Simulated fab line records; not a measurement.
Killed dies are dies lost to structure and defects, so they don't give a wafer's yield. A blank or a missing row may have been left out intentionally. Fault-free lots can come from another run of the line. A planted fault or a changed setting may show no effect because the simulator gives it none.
Matching of chambers -- flow nandHarc -- rieDiel-12 running NHARC_A_M0_DESCUM_14: 4 sister chambers
The step chemistry O2, time 3 s. 4 wafers are shown with their chamber, then 7 later ones without.

== WAFERS PAIRED WITH THEIR CHAMBERS ==
wafer,chamber,oesProductAu (a.u.)
L623.1,0,1.020
L623.5,1,0.990
L624.3,3,1.000
L624.5,2,1.001

== WAFERS WITHOUT THEIR CHAMBER ==
wafer,oesProductAu (a.u.)
L624.6,1.000
L630.2,1.016
L630.4,0.981
L630.5,0.994
L633.1,0.983
L633.2,1.013
L633.3,0.993

== CHAMBER TAKEN BY EACH ==
wafer,from the rows above,in truth
L624.6,can't be placed: 3 or 2 or 1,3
L630.2,can't be placed: 0 or 2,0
L630.4,can't be placed: 1 or 3 or 2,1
L630.5,can't be placed: 1 or 3 or 2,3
L633.1,can't be placed: 1 or 3 or 2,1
L633.2,can't be placed: 0 or 2 or 3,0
L633.3,can't be placed: 1 or 3 or 2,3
Correct placement for 0 of the 7. These rows do not allow placing 7 (true chamber among the candidates in 7). 0 placed wrongly.
How it was worked out, from the rows above alone: a wafer's distance from a chamber is the root of the sum, over the readings, of the square of ((its reading less the chamber's mean) divided by the reading's scatter). The wafer belongs to the nearest chamber; if the next one is less than 2 further off, it can't be placed. Each chamber's mean is taken over the wafers shown for it. The scatter (one wafer shown for each chamber): square how far every hidden wafer sits from the nearest shown wafer, average those squares and take the square root.
